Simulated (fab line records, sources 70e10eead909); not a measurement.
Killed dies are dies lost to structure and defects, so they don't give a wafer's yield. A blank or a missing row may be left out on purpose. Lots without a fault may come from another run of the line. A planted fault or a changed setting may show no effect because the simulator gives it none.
Which tool did it? | flow nand_harc | 14 lots, 42 wafers sampled, at 4 steps of a route of 1302

WHAT THE GAUGES READ, wafer by wafer
NHARC_END_SORT_01. Usual: killed_at_array 54, standard deviation 16; killed_at_other 0.6, standard deviation 0.86; killed_at_periphery 3.8, standard deviation 2.6; killed_dies 58, standard deviation 16; killed_open 3.3, standard deviation 1.8; killed_short 2.7, standard deviation 1.7.
lot  | measured     | on        | killed_at_array | killed_at_other | killed_at_periphery | killed_dies | killed_open | killed_short | flag
L569 | day 30 06:22 | prober-01 | 35 30 41        | 1 0 1           | 98 52 91            | 134 82 133  | 2 4 4       | 2 2 2        | OFF
L568 | day 30 04:48 | prober-02 | 36 44 35        | 0 0 0           | 95 92 90            | 131 136 125 | 2 6 2       | 3 7 1        | OFF
L570 | day 30 12:34 | prober-01 | 78 77 63        | 0 0 0           | 98 52 93            | 176 129 156 | 3 1 2       | 0 2 0        | OFF

WHICH TOOL RAN EACH LOT (tool, then ch and the chambers of the sampled wafers, then the start)
lot  | NHARC_P_M1_ETCH_15                 | NHARC_A_BONDPAD_STRIP_15           | NHARC_THIN_TSV_CMP_21
L554 | rie_diel-11 ch 1,2,3, day 6 13:30  | rie_diel-13 ch 1,2,3, day 23 13:45 | cmp-03 ch 2,3, day 24 08:37
L555 | rie_diel-10 ch 0,1, day 6 20:19    | rie_diel-03 ch 0,3, day 23 15:21   | cmp-01 ch 0,1,3, day 24 10:02
L556 | rie_diel-10 ch 0,1,2, day 7 02:42  | rie_diel-03 ch 0,1,2, day 24 07:18 | cmp-04 ch 2,3, day 25 02:20
L557 | rie_diel-11 ch 0,1, day 7 13:05    | rie_diel-13 ch 0,1,3, day 25 05:35 | cmp-01 ch 1,2, day 26 01:53
L559 | rie_diel-10 ch 1,2, day 8 10:35    | rie_diel-13 ch 0,2, day 24 23:10   | cmp-01 ch 1,2, day 25 16:54
L560 | rie_diel-10 ch 0,1,2, day 8 16:29  | rie_diel-03 ch 0,2, day 24 20:48   | cmp-04 ch 0,3, day 25 15:50
L564 | rie_diel-11 ch 0,2, day 10 10:11   | rie_diel-09 ch 0,3, day 27 07:55   | cmp-01 ch 0,2, day 28 02:34
L565 | rie_diel-10 ch 1,2, day 11 01:21   | rie_diel-03 ch 1,2, day 27 08:26   | cmp-01 ch 0,2, day 28 04:34
L566 | rie_diel-11 ch 1,2,3, day 11 04:05 | rie_diel-03 ch 1,3, day 27 20:23   | cmp-01 ch 0,3, day 28 15:50
L569 | rie_diel-10 ch 0,1,3, day 12 05:12 | rie_diel-13 ch 0,2,3, day 28 18:17 | cmp-04 ch 0,1,3, day 29 16:53
L568 | rie_diel-10 ch 2,3, day 12 05:46   | rie_diel-09 ch 1,2, day 28 22:23   | cmp-04 ch 0,1,3, day 29 19:20
L570 | rie_diel-10 ch 0,2,3, day 12 21:57 | rie_diel-09 ch 0,1,2, day 28 19:36 | cmp-04 ch 2,3, day 29 15:58
L571 | rie_diel-11 ch 0,3, day 13 03:50   | rie_diel-03 ch 0,1,2, day 31 01:31 | cmp-03 ch 0,1,2, day 31 22:35
L574 | rie_diel-11 ch 2,3, day 14 14:50   | rie_diel-13 ch 0,2,3, day 31 21:40 | cmp-03 ch 2,3, day 32 16:18
- NHARC_P_M1_ETCH_15: etches the open film in C4F8/Ar, target depth 182.5 nm, time 91.2 s.
- NHARC_A_BONDPAD_STRIP_15: strips in O2.
- NHARC_THIN_TSV_CMP_21: polishes, t overpolish 30 s, target thk 2000 nm.

WHAT THE TOOLS THEMSELVES READ (means of the sampled wafers that have a number; where no wafer has one, the mark that the record gives instead)
NHARC_P_M1_ETCH_15. Usual: oes_product_au 0.960 a.u., standard deviation 0.017; rf_vpp_V 442.3 V, standard deviation 2.2.
lot  | tool        | oes_product_au (a.u.) | rf_vpp_V (V) | flag
L554 | rie_diel-11 | 0.975                 | 440.5        |
L555 | rie_diel-10 | 0.957                 | 441.9        |
L556 | rie_diel-10 | 0.962                 | 443.4        |
L557 | rie_diel-11 | 0.978                 | 443.1        |
L559 | rie_diel-10 | 0.960                 | 442.4        |
L560 | rie_diel-10 | 0.968                 | 442.8        |
L564 | rie_diel-11 | 0.927                 | 443.4        |
L565 | rie_diel-10 | 0.975                 | 442.1        |
L566 | rie_diel-11 | 0.952                 | 440.3        |
L569 | rie_diel-10 | 0.957                 | 443.0        |
L568 | rie_diel-10 | 0.969                 | 443.5        |
L570 | rie_diel-10 | 0.966                 | 442.3        |
L571 | rie_diel-11 | 0.948                 | 439.6        |
L574 | rie_diel-11 | 0.945                 | 439.2        |

NHARC_A_BONDPAD_STRIP_15. Usual: drypump_motor_current_A 5.75 A, standard deviation 0.26; oes_product_au 0.998 a.u., standard deviation 0.0077; rf_vpp_V 58.1 V, standard deviation 0.94; showerhead_plenum_p_Torr 3.60 Torr, standard deviation 0.11; throttle_valve_pct 17.036 %, standard deviation 0.0083.
lot  | tool        | drypump_motor_current_A (A) | oes_product_au (a.u.) | rf_vpp_V (V) | showerhead_plenum_p_Torr (Torr) | throttle_valve_pct (%) | flag
L554 | rie_diel-13 | 5.78                        | 0.997                 | 58.1         | 3.54                            | 17.035                 |
L555 | rie_diel-03 | 5.67                        | 0.997                 | 59.0         | 3.67                            | 17.035                 |
L556 | rie_diel-03 | 5.82                        | 0.998                 | 57.7         | 3.68                            | 17.030                 |
L557 | rie_diel-13 | 5.61                        | 0.995                 | 57.1         | 3.57                            | 17.034                 |
L559 | rie_diel-13 | 5.87                        | 0.994                 | 57.5         | 3.43                            | 17.035                 |
L560 | rie_diel-03 | 5.67                        | 1.000                 | 58.5         | 3.73                            | 17.034                 |
L564 | rie_diel-09 | 5.60                        | 1.008                 | 58.0         | 3.58                            | 17.037                 |
L565 | rie_diel-03 | 6.09                        | 1.004                 | 58.5         | 3.61                            | 17.036                 |
L566 | rie_diel-03 | 5.93                        | 1.000                 | 57.7         | 3.60                            | 17.032                 |
L569 | rie_diel-13 | 5.76                        | 0.991                 | 58.4         | 3.53                            | 17.037                 |
L568 | rie_diel-09 | 5.73                        | 1.001                 | 57.5         | 3.52                            | 17.034                 |
L570 | rie_diel-09 | 5.72                        | 1.004                 | 57.2         | 3.58                            | 17.045                 |
L571 | rie_diel-03 | 5.85                        | 1.001                 | 57.8         | 3.67                            | 17.034                 |
L574 | rie_diel-13 | 5.74                        | 0.996                 | 57.8         | 3.52                            | 17.040                 |

NHARC_THIN_TSV_CMP_21. Usual: motor_current_A 12.4 A, standard deviation 0.99; overpolish_run_s 30.000 s, standard deviation 0.0083.
lot  | tool   | motor_current_A (A) | overpolish_run_s (s) | flag
L554 | cmp-03 | 12.3                | 30.005               |
L555 | cmp-01 | 12.6                | 29.993               |
L556 | cmp-04 | 12.2                | 29.997               |
L557 | cmp-01 | 13.9                | 29.999               |
L559 | cmp-01 | 13.2                | 30.003               |
L560 | cmp-04 | 11.3                | 29.992               |
L564 | cmp-01 | 13.0                | 29.996               |
L565 | cmp-01 | 13.1                | 30.000               |
L566 | cmp-01 | 11.9                | 29.994               |
L569 | cmp-04 | 11.3                | 29.999               |
L568 | cmp-04 | 11.3                | 29.991               |
L570 | cmp-04 | 12.3                | 30.007               |
L571 | cmp-03 | 12.3                | 29.993               |
L574 | cmp-03 | 12.8                | 30.000               |

THE ANSWER, worked out from the rows above alone
Rule: a lot is off if the mean of its wafers that have a number lies more than 3 standard deviations from the usual mean. A lot without any number at a reading at which 4 lots or more have one is off too. The other lots that the step has rows for count as sound. The gauges are gone through in route order, then the tools' own readings, and for those a lot's mean is taken as printed above. The first step at which some lot is off is used, and at that step the reading that is off furthest; a lot without a number counts as furthest.
Off: L569, L568, L570, at NHARC_END_SORT_01 (killed_at_periphery). Neither off nor sound, because the step has no rows for them: L554, L555, L556, L557, L559, L560, L564, L565, L566, L571, L574.
A tool fits if, at a process step before that reading, it ran every lot that is off, and no sound lot after the first of them. The gauges at NHARC_END_SORT_01 are tried like those tools. Can't be told from this: 2 tools fit, rie_diel-10 at NHARC_P_M1_ETCH_15, cmp-04 at NHARC_THIN_TSV_CMP_21.

WHAT THE SIMULATOR HAD PUT IN
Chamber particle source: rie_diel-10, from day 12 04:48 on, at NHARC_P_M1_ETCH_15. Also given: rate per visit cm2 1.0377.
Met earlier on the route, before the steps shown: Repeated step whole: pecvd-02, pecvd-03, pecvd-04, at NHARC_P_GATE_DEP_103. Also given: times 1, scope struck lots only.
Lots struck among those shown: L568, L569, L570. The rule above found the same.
